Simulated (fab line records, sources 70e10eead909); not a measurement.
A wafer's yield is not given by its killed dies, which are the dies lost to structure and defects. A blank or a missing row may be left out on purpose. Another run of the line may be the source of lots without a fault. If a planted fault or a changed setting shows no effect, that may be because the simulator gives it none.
Matching of chambers	flow nand-harc	NHARC_P_ZERO_WELL_DESCUM_54 on rie-diel-06 has 4 sister chambers
The step chemistry O2, time 3 s. 8 wafers are shown with their chamber, then 7 later ones without.

EACH WAFER AND ITS CHAMBER
wafer	chamber	showerhead-plenum-p-Torr (Torr)	throttle-valve-pct (%)
L776.1	1	2.00	11.305
L778.3	2	1.96	11.315
L778.5	0	1.92	11.297
L779.1	0	1.91	11.305
L779.3	2	1.96	11.300
L779.5	3	1.87	11.309
L780.4	1	2.00	11.298
L780.5	3	1.87	11.329

WAFERS MISSING THEIR CHAMBER
wafer	showerhead-plenum-p-Torr (Torr)	throttle-valve-pct (%)
L780.6	1.91	11.315
L782.4	1.96	11.314
L782.5	1.96	11.320
L782.6	1.86	11.313
L785.2	1.91	11.304
L785.3	1.86	11.308
L785.4	1.96	11.318

CHAMBER TAKEN BY EACH
wafer	from the rows above	in truth
L780.6	0	0
L782.4	2	2
L782.5	2	2
L782.6	3	3
L785.2	0	0
L785.3	3	3
L785.4	2	2
Correctly placed: 7 of 7. From these rows, 0 cannot be placed. Wrongly placed: 0.
How it was worked out, from the rows above alone: a wafer's distance from a chamber is the root of the sum, over the readings, of the square of ((its reading less the chamber's mean) divided by the reading's scatter). If the next closest chamber is less than 2 further off than the closest, the wafer can't be placed; otherwise it belongs to the closest. A chamber's mean is the mean of its shown wafers. The scatter: the root of (the sum of the squares of (reading less its chamber's mean) over the shown wafers, divided by (wafers less chambers)).
